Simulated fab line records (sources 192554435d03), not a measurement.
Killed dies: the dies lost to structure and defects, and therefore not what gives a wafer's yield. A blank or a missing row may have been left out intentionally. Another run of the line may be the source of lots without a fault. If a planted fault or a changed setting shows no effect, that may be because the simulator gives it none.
Which tool is to blame? :: flow n5-finfet :: 12 lots, 28 wafers sampled, at 4 steps of a route of 1938

WHAT THE GAUGES READ, wafer by wafer
N5_BEOL_M4_RC_MEAS_101. Usual: DIBL_N 36.4 mV/V, standard deviation 2.2; DIBL_P 36.3 mV/V, standard deviation 2.5; IOFF_N 0.17 nA/um, standard deviation 0.052; IOFF_P 0.23 nA/um, standard deviation 0.049; ION_N 674 uA/um, standard deviation 17; ION_P 464 uA/um, standard deviation 11; SS_N 71.7 mV/dec, standard deviation 0.98; SS_P 73.3 mV/dec, standard deviation 0.84; VT_N 250 mV, standard deviation 4; VT_P -249 mV, standard deviation 3.8.
lot: L638
measured: day 8 07:53
on: prober-02
DIBL_N (mV/V): 36.9 40.0 38.3
DIBL_P (mV/V): 38.2 41.8 40.1
IOFF_N (nA/um): 0.18 0.23 0.19
IOFF_P (nA/um): 0.25 0.32 0.30
ION_N (uA/um): 708 704 682
ION_P (uA/um): 483 487 472
SS_N (mV/dec): 71.2 72.4 72.0
SS_P (mV/dec): 73.4 75.1 75.2
VT_N (mV): 246 245 246
VT_P (mV): -246 -243 -245
flag: 

lot: L639
measured: day 8 18:25
on: prober-01
DIBL_N (mV/V): 36.5 34.8
DIBL_P (mV/V): 36.3 33.8
IOFF_N (nA/um): 0.15 0.11
IOFF_P (nA/um): 0.22 0.18
ION_N (uA/um): 686 627
ION_P (uA/um): 466 440
SS_N (mV/dec): 71.0 71.2
SS_P (mV/dec): 72.7 73.0
VT_N (mV): 247 259
VT_P (mV): -249 -257
flag: 

lot: L641
measured: day 10 12:07
on: prober-02
DIBL_N (mV/V): 37.2 38.7
DIBL_P (mV/V): 36.4 39.8
IOFF_N (nA/um): 0.19 0.22
IOFF_P (nA/um): 0.25 0.33
ION_N (uA/um): 657 654
ION_P (uA/um): 448 455
SS_N (mV/dec): 73.0 72.3
SS_P (mV/dec): 74.4 75.3
VT_N (mV): 248 247
VT_P (mV): -247 -245
flag: 

lot: L642
measured: day 10 17:28
on: prober-01
DIBL_N (mV/V): 35.7 39.7
DIBL_P (mV/V): 36.6 41.8
IOFF_N (nA/um): 0.16 0.26
IOFF_P (nA/um): 0.28 0.42
ION_N (uA/um): 683 714
ION_P (uA/um): 483 495
SS_N (mV/dec): 71.7 71.7
SS_P (mV/dec): 73.1 74.6
VT_N (mV): 250 241
VT_P (mV): -239 -238
flag: 

lot: L644
measured: day 11 09:26
on: prober-02
DIBL_N (mV/V): 35.8 41.5
DIBL_P (mV/V): 33.9 39.7
IOFF_N (nA/um): 0.17 0.30
IOFF_P (nA/um): 0.17 0.27
ION_N (uA/um): 673 687
ION_P (uA/um): 454 457
SS_N (mV/dec): 72.2 73.7
SS_P (mV/dec): 72.9 74.7
VT_N (mV): 248 246
VT_P (mV): -252 -248
flag: 

lot: L646
measured: day 11 19:19
on: prober-01
DIBL_N (mV/V): 34.4 34.4
DIBL_P (mV/V): 35.8 36.2
IOFF_N (nA/um): 0.15 0.14
IOFF_P (nA/um): 0.20 0.22
ION_N (uA/um): 683 651
ION_P (uA/um): 464 454
SS_N (mV/dec): 72.2 71.8
SS_P (mV/dec): 73.1 73.4
VT_N (mV): 248 253
VT_P (mV): -250 -252
flag: 

lot: L647
measured: day 11 02:53
on: prober-01
DIBL_N (mV/V): 36.0 35.1
DIBL_P (mV/V): 35.0 33.7
IOFF_N (nA/um): 0.16 0.13
IOFF_P (nA/um): 0.24 0.20
ION_N (uA/um): 667 650
ION_P (uA/um): 465 453
SS_N (mV/dec): 70.9 71.6
SS_P (mV/dec): 72.9 72.8
VT_N (mV): 248 251
VT_P (mV): -247 -249
flag: 

lot: L657
measured: day 14 05:27
on: prober-02
DIBL_N (mV/V): 36.8 38.1
DIBL_P (mV/V): 36.9 38.4
IOFF_N (nA/um): 0.18 0.19
IOFF_P (nA/um): 0.24 0.25
ION_N (uA/um): 689 679
ION_P (uA/um): 468 463
SS_N (mV/dec): 71.7 72.0
SS_P (mV/dec): 72.9 73.9
VT_N (mV): 245 246
VT_P (mV): -248 -245
flag: 

lot: L658
measured: day 14 14:22
on: prober-01
DIBL_N (mV/V): 33.2 37.1 35.7
DIBL_P (mV/V): 33.6 37.4 35.1
IOFF_N (nA/um): 0.11 0.18 0.15
IOFF_P (nA/um): 0.17 0.23 0.18
ION_N (uA/um): 667 695 659
ION_P (uA/um): 459 472 451
SS_N (mV/dec): 70.6 72.1 70.6
SS_P (mV/dec): 71.8 72.9 72.5
VT_N (mV): 252 244 251
VT_P (mV): -249 -244 -252
flag: 

lot: L659
measured: day 14 19:58
on: prober-02
DIBL_N (mV/V): 35.2 35.0 36.6
DIBL_P (mV/V): 34.1 34.6 36.3
IOFF_N (nA/um): 0.15 0.14 0.17
IOFF_P (nA/um): 0.20 0.20 0.23
ION_N (uA/um): 683 675 689
ION_P (uA/um): 464 466 470
SS_N (mV/dec): 71.3 71.2 72.5
SS_P (mV/dec): 72.3 72.1 73.7
VT_N (mV): 249 251 249
VT_P (mV): -251 -250 -249
flag: 

lot: L660
measured: day 15 12:50
on: prober-01
DIBL_N (mV/V): 35.3 37.2 32.0
DIBL_P (mV/V): 35.1 37.3 30.7
IOFF_N (nA/um): 0.15 0.19 0.11
IOFF_P (nA/um): 0.21 0.24 0.16
ION_N (uA/um): 679 687 676
ION_P (uA/um): 470 470 470
SS_N (mV/dec): 71.6 71.8 69.8
SS_P (mV/dec): 73.5 73.9 72.2
VT_N (mV): 252 247 255
VT_P (mV): -248 -249 -253
flag: 

lot: L661
measured: day 15 13:28
on: prober-01
DIBL_N (mV/V): 33.5 34.1
DIBL_P (mV/V): 34.5 34.9
IOFF_N (nA/um): 0.12 0.14
IOFF_P (nA/um): 0.19 0.20
ION_N (uA/um): 652 674
ION_P (uA/um): 459 470
SS_N (mV/dec): 71.2 70.4
SS_P (mV/dec): 72.9 71.8
VT_N (mV): 255 248
VT_P (mV): -249 -249
flag: 

N5_BEOL_M14_INSPECT_55: inspects for defects (darkfield). Usual: raw-defect-count at 79, with a standard deviation of 28.
lot: L638
measured: day 12 04:22
on: defect-inspect-01
raw-defect-count: 33 71 80
flag: 

lot: L639
measured: day 12 05:02
on: defect-inspect-02
raw-defect-count: 86 127
flag: 

lot: L641
measured: day 14 03:10
on: defect-inspect-01
raw-defect-count: 33 49
flag: 

lot: L642
measured: day 14 01:23
on: defect-inspect-01
raw-defect-count: 58 30
flag: 

lot: L644
measured: day 14 20:28
on: defect-inspect-01
raw-defect-count: 44 45
flag: 

lot: L646
measured: day 15 13:59
on: defect-inspect-01
raw-defect-count: 133 132
flag: 

lot: L647
measured: day 14 12:06
on: defect-inspect-02
raw-defect-count: 61 95
flag: 

lot: L657
measured: day 17 13:56
on: defect-inspect-01
raw-defect-count: 91 97
flag: 

lot: L658
measured: day 18 00:12
on: defect-inspect-01
raw-defect-count: 94 80 61
flag: 

lot: L659
measured: day 18 10:07
on: defect-inspect-01
raw-defect-count: 73 76 62
flag: 

lot: L660
measured: day 19 01:55
on: defect-inspect-02
raw-defect-count: 74 67 99
flag: 

lot: L661
measured: day 19 02:08
on: defect-inspect-02
raw-defect-count: 153 88
flag: 

WHICH TOOL RAN EACH LOT (tool, then ch and the chambers of the sampled wafers, then the start)
lot: L638
N5_BEOL_M0_SAQP_HM_DEP_02: pvd-sputter-02, day 5 09:52
N5_BEOL_M14_SPUTTER_45: pvd-sputter-02, day 12 03:19

lot: L639
N5_BEOL_M0_SAQP_HM_DEP_02: pvd-sputter-02, day 5 14:16
N5_BEOL_M14_SPUTTER_45: pvd-sputter-02, day 12 03:55

lot: L641
N5_BEOL_M0_SAQP_HM_DEP_02: pvd-sputter-02, day 6 14:35
N5_BEOL_M14_SPUTTER_45: pvd-sputter-03, day 14 02:06

lot: L642
N5_BEOL_M0_SAQP_HM_DEP_02: pvd-sputter-01, day 6 18:17
N5_BEOL_M14_SPUTTER_45: pvd-sputter-02, day 14 00:19

lot: L644
N5_BEOL_M0_SAQP_HM_DEP_02: pvd-sputter-02, day 7 04:39
N5_BEOL_M14_SPUTTER_45: pvd-sputter-02, day 14 19:22

lot: L646
N5_BEOL_M0_SAQP_HM_DEP_02: pvd-sputter-02, day 7 12:20
N5_BEOL_M14_SPUTTER_45: pvd-sputter-01, day 15 12:34

lot: L647
N5_BEOL_M0_SAQP_HM_DEP_02: pvd-sputter-02, day 7 16:11
N5_BEOL_M14_SPUTTER_45: pvd-sputter-03, day 14 11:02

lot: L657
N5_BEOL_M0_SAQP_HM_DEP_02: pvd-sputter-03, day 10 08:41
N5_BEOL_M14_SPUTTER_45: pvd-sputter-02, day 17 12:53

lot: L658
N5_BEOL_M0_SAQP_HM_DEP_02: pvd-sputter-01, day 10 14:50
N5_BEOL_M14_SPUTTER_45: pvd-sputter-02, day 17 23:08

lot: L659
N5_BEOL_M0_SAQP_HM_DEP_02: pvd-sputter-02, day 10 19:00
N5_BEOL_M14_SPUTTER_45: pvd-sputter-02, day 18 09:04

lot: L660
N5_BEOL_M0_SAQP_HM_DEP_02: pvd-sputter-02, day 11 02:36
N5_BEOL_M14_SPUTTER_45: pvd-sputter-02, day 19 00:38

lot: L661
N5_BEOL_M0_SAQP_HM_DEP_02: pvd-sputter-01, day 11 05:30
N5_BEOL_M14_SPUTTER_45: pvd-sputter-03, day 19 01:05
- N5_BEOL_M0_SAQP_HM_DEP_02: deposits TiN, target thk 12 nm.
- N5_BEOL_M14_SPUTTER_45: material Cu, target thk 100 nm, time 16.67 s.

WHAT THE TOOLS THEMSELVES READ (means of the sampled wafers that have a number; where no wafer has one, the mark that the record gives instead)
N5_BEOL_M0_SAQP_HM_DEP_02. Usual: substrate-temp-c 25.00 C, standard deviation 0.12; throttle-valve-pct 29.8 %, standard deviation 1.3.
lot: L638
tool: pvd-sputter-02
substrate-temp-c (C): 24.95
throttle-valve-pct (%): 30.5
flag: 

lot: L639
tool: pvd-sputter-02
substrate-temp-c (C): 24.98
throttle-valve-pct (%): 30.1
flag: 

lot: L641
tool: pvd-sputter-02
substrate-temp-c (C): 24.79
throttle-valve-pct (%): 30.0
flag: 

lot: L642
tool: pvd-sputter-01
substrate-temp-c (C): 25.05
throttle-valve-pct (%): 30.7
flag: 

lot: L644
tool: pvd-sputter-02
substrate-temp-c (C): 24.98
throttle-valve-pct (%): 29.8
flag: 

lot: L646
tool: pvd-sputter-02
substrate-temp-c (C): 25.01
throttle-valve-pct (%): 31.0
flag: 

lot: L647
tool: pvd-sputter-02
substrate-temp-c (C): 25.12
throttle-valve-pct (%): 31.3
flag: 

lot: L657
tool: pvd-sputter-03
substrate-temp-c (C): 25.17
throttle-valve-pct (%): 28.7
flag: 

lot: L658
tool: pvd-sputter-01
substrate-temp-c (C): 24.83
throttle-valve-pct (%): 30.8
flag: 

lot: L659
tool: pvd-sputter-02
substrate-temp-c (C): 25.04
throttle-valve-pct (%): 30.0
flag: 

lot: L660
tool: pvd-sputter-02
substrate-temp-c (C): 24.94
throttle-valve-pct (%): 30.9
flag: 

lot: L661
tool: pvd-sputter-01
substrate-temp-c (C): 24.96
throttle-valve-pct (%): 30.6
flag: 

N5_BEOL_M14_SPUTTER_45. Usual: substrate-temp-c -20.01 C, standard deviation 0.11; throttle-valve-pct 30.1 %, standard deviation 1.3.
lot: L638
tool: pvd-sputter-02
substrate-temp-c (C): -19.98
throttle-valve-pct (%): 30.4
flag: 

lot: L639
tool: pvd-sputter-02
substrate-temp-c (C): -20.04
throttle-valve-pct (%): 29.5
flag: 

lot: L641
tool: pvd-sputter-03
substrate-temp-c (C): -20.18
throttle-valve-pct (%): 28.4
flag: 

lot: L642
tool: pvd-sputter-02
substrate-temp-c (C): -20.10
throttle-valve-pct (%): 30.2
flag: 

lot: L644
tool: pvd-sputter-02
substrate-temp-c (C): -19.88
throttle-valve-pct (%): 31.4
flag: 

lot: L646
tool: pvd-sputter-01
substrate-temp-c (C): -19.88
throttle-valve-pct (%): 29.6
flag: 

lot: L647
tool: pvd-sputter-03
substrate-temp-c (C): -20.00
throttle-valve-pct (%): 28.5
flag: 

lot: L657
tool: pvd-sputter-02
substrate-temp-c (C): -20.00
throttle-valve-pct (%): 30.0
flag: 

lot: L658
tool: pvd-sputter-02
substrate-temp-c (C): -20.11
throttle-valve-pct (%): 30.5
flag: 

lot: L659
tool: pvd-sputter-02
substrate-temp-c (C): -20.04
throttle-valve-pct (%): 30.5
flag: 

lot: L660
tool: pvd-sputter-02
substrate-temp-c (C): -19.94
throttle-valve-pct (%): 29.7
flag: 

lot: L661
tool: pvd-sputter-03
substrate-temp-c (C): -20.05
throttle-valve-pct (%): 29.1
flag: 

THE ANSWER, worked out from the rows above alone
Rule: a lot is off if the mean of its wafers that have a number lies more than 3 standard deviations from the usual mean. A lot without any number at a reading at which 4 lots or more have one is off too. Any other lot the step has rows for is counted as sound. After the gauges, taken in route order, come the tools' own readings; for these a lot's mean is taken, as printed above. The first step at which some lot is off is used, and at that step the reading that is off furthest; a lot without a number counts as furthest.
None of the lots is off at any reading shown; this tells nothing.

WHAT HAD BEEN PUT IN BY THE SIMULATOR
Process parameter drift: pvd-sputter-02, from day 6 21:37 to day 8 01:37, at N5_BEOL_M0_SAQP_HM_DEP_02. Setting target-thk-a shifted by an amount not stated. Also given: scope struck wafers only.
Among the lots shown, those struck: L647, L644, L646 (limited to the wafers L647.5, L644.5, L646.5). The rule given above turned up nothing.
